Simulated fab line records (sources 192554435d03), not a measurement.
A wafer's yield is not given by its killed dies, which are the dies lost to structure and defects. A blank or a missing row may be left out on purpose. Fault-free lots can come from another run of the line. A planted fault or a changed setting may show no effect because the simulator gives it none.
Which tool did it?    flow n5Finfet    31 wafers sampled from 11 lots at 1 step of a route of 1938

== WHAT THE GAUGES READ, wafer by wafer ==
N5_ZERO_LAYER_INSPECT_20: inspects for defects (darkfield).
lot   measured     on                rawDefectCount
L876  day 1 13:23  defectInspect-02  60 22 32
L879  day 2 07:23  defectInspect-01  32 62 70
L881  day 2 19:23  defectInspect-02  17 30 33
L883  day 3 07:16  defectInspect-01  44 23 28
L885  day 3 19:22  defectInspect-02  50 31
L887  day 4 07:33  defectInspect-01  47 25
L889  day 4 19:16  defectInspect-02  21 17 29
L891  day 5 07:29  defectInspect-01  30 20 34
L893  day 5 19:23  defectInspect-01  22 40 48
L896  day 6 13:25  defectInspect-01  43 41 49
L899  day 7 08:09  defectInspect-02  34 48 46

== WHICH TOOL RAN EACH LOT (tool, then ch and the chambers of the sampled wafers, then the start) ==
Record: no process step prior to these readings.

== THE ANSWER, worked out from the rows above alone ==
Rule: the lots themselves supply what counts as usual. The widest of any qualifying gaps counts: lots, ordered by their means at a reading, are off when they make up no more than a third of the lots, leave a main group of 4 or more, and stand apart from it by 3 or more times the standard deviation of that group's means. A main group is skipped when, at the precision printed for the reading in the tables above, its means are all equal. A lot without any number at a reading at which 4 lots or more have one is off too. Where the step has rows for the other lots, those lots are counted as sound.
None of the lots is off at any reading shown; this tells nothing.

== WHAT HAD BEEN PUT IN BY THE SIMULATOR ==
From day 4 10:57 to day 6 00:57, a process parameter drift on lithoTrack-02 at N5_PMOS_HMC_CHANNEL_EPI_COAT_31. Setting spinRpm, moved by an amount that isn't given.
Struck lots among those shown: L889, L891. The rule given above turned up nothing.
